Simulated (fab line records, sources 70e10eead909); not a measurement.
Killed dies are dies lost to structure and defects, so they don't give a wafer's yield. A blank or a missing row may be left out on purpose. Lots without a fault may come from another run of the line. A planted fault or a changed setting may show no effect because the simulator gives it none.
Which tool did it? | flow nand_harc | 24 lots, 72 wafers sampled, at 4 steps of a route of 1302

WHAT THE GAUGES READ, wafer by wafer
NHARC_A_CHANNEL_HOLE_D1_OVL_MEAS_11.
lot  | measured     | on         | overlay_x_nm (nm) | overlay_y_nm (nm)
L074 | day 8 13:28  | overlay-01 | 0.4 -0.1 0.3      | -1.0 -0.9 -0.9
L075 | day 8 19:47  | overlay-02 | -0.5 -0.8 -0.4    | 0.0 -0.4 -0.2
L076 | day 9 10:40  | overlay-01 | 0.4 0.7 0.5       | 0.3 0.7 0.3
L077 | day 9 15:56  | overlay-01 | 0.6 1.2 1.3       | -0.7 -1.3 -0.2
L079 | day 10 12:43 | overlay-01 | 1.0 0.3 1.1       | 0.5 1.2 1.5
L078 | day 10 13:24 | overlay-02 | 0.0 0.2 -0.3      | 0.8 1.1 0.6
L080 | day 10 23:45 | overlay-01 | -0.5 -0.4 -0.3    | 0.3 -0.6 -0.1
L081 | day 11 05:41 | overlay-01 | -0.3 -1.0 -0.3    | 0.3 -0.4 0.1
L082 | day 12 01:23 | overlay-01 | 0.1 0.3 0.5       | 0.5 -0.1 0.1
L083 | day 12 03:08 | overlay-01 | -0.4 -0.7 -0.4    | -0.6 0.5 -0.3
L084 | day 12 19:16 | overlay-02 | 2.4 2.1 1.4       | 1.3 1.4 1.6
L086 | day 13 07:51 | overlay-01 | 0.9 0.9 0.2       | 0.7 0.6 0.8
L085 | day 13 08:31 | overlay-02 | 0.5 0.7 0.7       | -2.3 -1.8 -1.7
L087 | day 13 22:25 | overlay-02 | -0.4 0.4 0.4      | 0.6 0.3 -0.1
L089 | day 14 11:43 | overlay-02 | 1.5 1.3 1.3       | 0.2 0.0 -0.1
L088 | day 14 12:05 | overlay-01 | 0.6 0.1 -0.3      | 0.4 0.6 0.5
L090 | day 15 10:28 | overlay-01 | 0.0 -1.4 -0.2     | -1.2 -1.0 -0.6
L091 | day 15 10:37 | overlay-02 | -0.5 -0.9 -0.3    | 0.3 0.2 -0.1
L092 | day 16 07:17 | overlay-02 | -1.1 -0.2 -0.4    | -0.9 -1.0 -0.7
L093 | day 16 19:11 | overlay-01 | -0.9 -0.7 -0.3    | 0.3 -0.3 -0.5
L095 | day 17 01:43 | overlay-01 | -1.9 -1.7 -1.9    | -0.6 -0.8 -0.6
L094 | day 17 01:52 | overlay-01 | 0.8 -0.3 0.0      | -0.5 0.3 -0.3
L096 | day 17 10:26 | overlay-01 | 0.1 -0.1 0.3      | 0.6 0.4 0.5
L097 | day 18 09:42 | overlay-01 | 0.5 0.2 0.5       | 1.4 1.2 1.2

NHARC_A_DECK1_JOINT_INSPECT_05.
lot  | measured     | on                | raw_defect_count
L074 | day 12 16:11 | defect_inspect-02 | 109 370 126
L075 | day 12 16:11 | defect_inspect-01 | 211 177 204
L076 | day 13 10:34 | defect_inspect-01 | 373 615 308
L077 | day 13 10:29 | defect_inspect-02 | 375 250 415
L079 | day 14 10:40 | defect_inspect-02 | 243 238 292
L078 | day 14 04:53 | defect_inspect-01 | 209 260 373
L080 | day 14 17:29 | defect_inspect-01 | 257 155 367
L081 | day 15 03:37 | defect_inspect-01 | 223 179 257
L082 | day 15 20:44 | defect_inspect-02 | 198 458 313
L083 | day 15 20:45 | defect_inspect-01 | 386 407 519
L084 | day 16 21:08 | defect_inspect-02 | 182 183 217
L086 | day 17 01:03 | defect_inspect-02 | 371 485 436
L085 | day 17 01:03 | defect_inspect-02 | 252 567 283
L087 | day 17 18:58 | defect_inspect-02 | 413 588 718
L089 | day 18 05:52 | defect_inspect-01 | 205 284 230
L088 | day 18 14:55 | defect_inspect-02 | 394 401 276
L090 | day 19 08:51 | defect_inspect-02 | 422 335 343
L091 | day 19 08:52 | defect_inspect-01 | 257 380 271
L092 | day 20 04:42 | defect_inspect-02 | 254 502 313
L093 | day 20 19:56 | defect_inspect-01 | 523 558 377
L095 | day 20 19:51 | defect_inspect-01 | 299 251 299
L094 | day 20 19:51 | defect_inspect-02 | 164 166 180
L096 | day 21 01:23 | defect_inspect-01 | 406 296 352
L097 | day 22 11:17 | defect_inspect-02 | 402 350 323

NHARC_A_ONON_D2_THK_MEAS_34: measures by ellipsometry.
lot  | measured     | on            | thk_nm (nm)
L074 | day 13 06:25 | film_metro-01 | 198.4 197.0 204.2
L075 | day 13 06:26 | film_metro-02 | 196.8 196.0 200.8
L076 | day 13 23:28 | film_metro-02 | 197.6 195.5 199.2
L077 | day 13 23:28 | film_metro-02 | 200.1 203.6 203.3
L079 | day 14 23:37 | film_metro-01 | 199.3 201.9 200.9
L078 | day 14 18:09 | film_metro-02 | 202.6 201.0 198.8
L080 | day 15 08:04 | film_metro-02 | 198.5 201.4 203.1
L081 | day 15 16:32 | film_metro-02 | 200.8 200.3 204.2
L082 | day 16 10:26 | film_metro-01 | 196.7 199.8 199.0
L083 | day 16 10:46 | film_metro-01 | 198.9 202.7 204.8
L084 | day 17 10:59 | film_metro-02 | 200.1 197.5 198.1
L086 | day 17 15:50 | film_metro-01 | 196.8 195.7 196.6
L085 | day 17 15:56 | film_metro-02 | 196.7 200.4 200.3
L087 | day 18 08:19 | film_metro-02 | 203.1 202.3 203.4
L089 | day 18 19:32 | film_metro-02 | 196.1 202.4 198.4
L088 | day 19 04:30 | film_metro-02 | 199.7 197.8 202.9
L090 | day 19 23:36 | film_metro-02 | 195.2 197.6 197.7
L091 | day 19 23:57 | film_metro-02 | 204.7 202.5 204.0
L092 | day 20 17:46 | film_metro-02 | 198.6 202.2 203.2
L093 | day 21 09:09 | film_metro-02 | 202.1 199.1 203.0
L095 | day 21 09:07 | film_metro-01 | 201.1 197.6 201.9
L094 | day 21 09:07 | film_metro-02 | 200.2 200.5 202.5
L096 | day 21 14:41 | film_metro-02 | 199.6 197.1 199.9
L097 | day 23 01:08 | film_metro-01 | 201.1 201.9 207.1

WHICH TOOL RAN EACH LOT (tool, then ch and the chambers of the sampled wafers, then the start)
lot  | NHARC_A_CHANNEL_FILL_D1_ETCHBACK_08
L074 | rie_diel-02 ch 0,2, day 12 16:11 or earlier
L075 | rie_diel-13 ch 0,1,3, day 12 16:11 or earlier
L076 | rie_diel-02 ch 0,2,3, day 13 10:34 or earlier
L077 | rie_diel-13 ch 1,2,3, day 13 10:29 or earlier
L079 | rie_diel-13 ch 0,1,2, day 14 10:40 or earlier
L078 | rie_diel-02 ch 0,1,2, day 14 04:53 or earlier
L080 | rie_diel-09 ch 0,2, day 14 17:29 or earlier
L081 | rie_diel-02 ch 0,1, day 15 03:37 or earlier
L082 | rie_diel-09 ch 0,1,2, day 15 20:44 or earlier
L083 | rie_diel-02 ch 0,1, day 15 20:45 or earlier
L084 | rie_diel-13 ch 0,1,3, day 16 21:08 or earlier
L086 | rie_diel-09 ch 0,2,3, day 17 01:03 or earlier
L085 | rie_diel-02 ch 0,1,3, day 17 01:03 or earlier
L087 | rie_diel-09 ch 0,1,3, day 17 18:58 or earlier
L089 | rie_diel-13 ch 0,1, day 18 05:52 or earlier
L088 | rie_diel-13 ch 0,2,3, day 18 14:55 or earlier
L090 | rie_diel-13 ch 0,1,2, day 19 08:51 or earlier
L091 | rie_diel-09 ch 1,2, day 19 08:52 or earlier
L092 | rie_diel-13 ch 0,1,2, day 20 04:42 or earlier
L093 | rie_diel-13 ch 0,2,3, day 20 19:56 or earlier
L095 | rie_diel-02 ch 0,2, day 20 19:51 or earlier
L094 | rie_diel-09 ch 0,2,3, day 20 19:51 or earlier
L096 | rie_diel-13 ch 0,3, day 21 01:23 or earlier
L097 | rie_diel-02 ch 0,1,3, day 22 11:17 or earlier
- NHARC_A_CHANNEL_FILL_D1_ETCHBACK_08: etches the open film in C4F8, target depth 220 nm, time 110 s.

WHAT THE TOOLS THEMSELVES READ (means of the sampled wafers that have a number; where no wafer has one, the mark that the record gives instead)
NHARC_A_CHANNEL_FILL_D1_ETCHBACK_08.
lot  | tool        | oes_product_au (a.u.) | rf_vpp_V (V)
L074 | rie_diel-02 | 0.99                  | 442.2
L075 | rie_diel-13 | 1.00                  | 438.9
L076 | rie_diel-02 | 0.98                  | 441.4
L077 | rie_diel-13 | 0.98                  | 440.1
L079 | rie_diel-13 | 0.93                  | 439.5
L078 | rie_diel-02 | 0.98                  | 442.7
L080 | rie_diel-09 | 1.00                  | 436.9
L081 | rie_diel-02 | 0.99                  | 439.7
L082 | rie_diel-09 | 0.94                  | 437.2
L083 | rie_diel-02 | 0.99                  | 440.6
L084 | rie_diel-13 | 0.92                  | 438.7
L086 | rie_diel-09 | 1.01                  | 437.9
L085 | rie_diel-02 | 0.92                  | 440.5
L087 | rie_diel-09 | 0.98                  | 437.2
L089 | rie_diel-13 | 1.01                  | 439.3
L088 | rie_diel-13 | 0.92                  | 438.2
L090 | rie_diel-13 | 0.93                  | 439.1
L091 | rie_diel-09 | 1.00                  | 437.5
L092 | rie_diel-13 | 1.00                  | 439.0
L093 | rie_diel-13 | 0.92                  | 438.0
L095 | rie_diel-02 | 0.99                  | 442.9
L094 | rie_diel-09 | 0.93                  | 438.0
L096 | rie_diel-13 | 0.93                  | 437.3
L097 | rie_diel-02 | 0.99                  | 441.0

THE ANSWER, worked out from the rows above alone
Rule: what is usual is taken from the lots themselves. Put in order of their means at a reading, lots are off if they are a third of the lots or fewer, leave a main group of 4 or more, and stand apart from it by a gap of 3 or more times the standard deviation of the main group's means; of several such gaps the widest counts. A main group whose means are all the same, to the digits that the tables above print for the reading, isn't used. A lot without any number at a reading at which 4 lots or more have one is off too. The other lots that the step has rows for count as sound. The gauges are gone through in route order, then the tools' own readings, and for those a lot's mean is taken as printed above. The first step at which some lot is off is used, and at that step the reading that is off furthest; a lot without a number counts as furthest.
No lot is off at any reading shown: from this, nothing can be told.

WHAT THE SIMULATOR HAD PUT IN
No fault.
